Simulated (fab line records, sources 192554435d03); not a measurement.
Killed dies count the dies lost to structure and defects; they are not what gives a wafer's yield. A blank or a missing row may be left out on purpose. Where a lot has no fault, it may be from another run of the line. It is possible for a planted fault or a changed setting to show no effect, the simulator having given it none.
Matching of chambers | flow n5 finfet | N5_GATE_CUT_STRIP_59 on rie diel-03 has 4 sister chambers
The step strips in N2/H2, time 20 s. 22 wafers are shown with their chamber, then 11 later ones without.

EACH WAFER AND ITS CHAMBER
wafer  | chamber | showerhead plenum p Torr (Torr) | throttle valve pct (%) | drypump motor current A (A)
L074.2 | 3       | 3.15                            | 11.97                  | 5.3
L074.5 | 3       | 3.15                            | 11.97                  | 5.2
L074.6 | 0       | 3.48                            | 12.26                  | 5.4
L075.3 | 0       | 3.47                            | 12.28                  | 5.4
L075.4 | 2       | 3.52                            | 12.06                  | 5.2
L075.5 | 0       | 3.47                            | 12.29                  | 5.4
L076.2 | 1       | 3.50                            | 12.11                  | 5.5
L076.4 | 0       | 3.47                            | 12.28                  | 5.4
L076.6 | 0       | 3.47                            | 12.28                  | 5.4
L077.1 | 0       | 3.47                            | 12.26                  | 5.4
L077.3 | 2       | 3.52                            | 12.06                  | 5.2
L077.5 | 2       | 3.52                            | 12.07                  | 5.2
L078.1 | 3       | 3.15                            | 12.00                  | 5.3
L078.3 | 0       | 3.47                            | 12.30                  | 5.4
L078.6 | 2       | 3.52                            | 12.06                  | 5.2
L081.1 | 0       | 3.47                            | 12.31                  | 5.4
L081.4 | 0       | 3.47                            | 12.31                  | 5.4
L081.6 | 2       | 3.52                            | 12.10                  | 5.2
L083.1 | 2       | 3.52                            | 12.09                  | 5.2
L083.2 | 1       | 3.50                            | 12.11                  | 5.4
L083.4 | 3       | 3.14                            | 12.02                  | 5.2
L087.2 | 3       | 3.14                            | 12.05                  | 5.3

SIGNATURES, as means of the wafers listed above
reading                  | chamber 0 | chamber 1 | chamber 2 | chamber 3 | scatter within a chamber
showerhead plenum p Torr | 3.4711    | 3.5000    | 3.5200    | 3.1460    | 0.00341
throttle valve pct       | 12.2856   | 12.1100   | 12.0733   | 12.0020   | 0.0224
drypump motor current A  | 5.400     | 5.450     | 5.200     | 5.260     | 0.0307
Rule: for each reading, subtract the chamber's mean from the wafer's reading, divide by that reading's scatter and square the result; add these up over the readings and take the root, which gives the wafer's distance from the chamber. The wafer belongs to the nearest chamber; if the next one is less than 2 further off, it can't be placed. The scatter is the square root of a quotient: the sum, over the shown wafers, of each reading's squared deviation from its chamber's mean, divided by wafers minus chambers.

WAFERS WITH NO CHAMBER GIVEN
wafer  | showerhead plenum p Torr (Torr) | throttle valve pct (%) | drypump motor current A (A)
L087.5 | 3.14                            | 12.05                  | 5.3
L087.6 | 3.46                            | 12.34                  | 5.4
L090.1 | 3.46                            | 12.36                  | 5.3
L090.3 | 3.14                            | 12.07                  | 5.3
L090.6 | 3.46                            | 12.35                  | 5.4
L092.1 | 3.46                            | 12.34                  | 5.4
L092.4 | 3.13                            | 12.07                  | 5.2
L092.6 | 3.51                            | 12.14                  | 5.2
L095.1 | 3.45                            | 12.38                  | 5.4
L095.3 | 3.49                            | 12.16                  | 5.5
L095.4 | 3.50                            | 12.15                  | 5.2

WHICH CHAMBER EACH ONE RAN IN
wafer  | from the rows above     | in truth
L087.5 | 3                       | 3
L087.6 | 0                       | 0
L090.1 | 0                       | 0
L090.3 | 3                       | 3
L090.6 | 0                       | 0
L092.1 | 0                       | 0
L092.4 | 3                       | 3
L092.6 | 2                       | 2
L095.1 | 0                       | 0
L095.3 | 1                       | 1
L095.4 | can't be placed: 2 or 1 | 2
Placed correctly: 10 of 11. Cannot be placed on the basis of these rows: 1; the candidates contain the true chamber in 1. Number placed wrongly: 0.
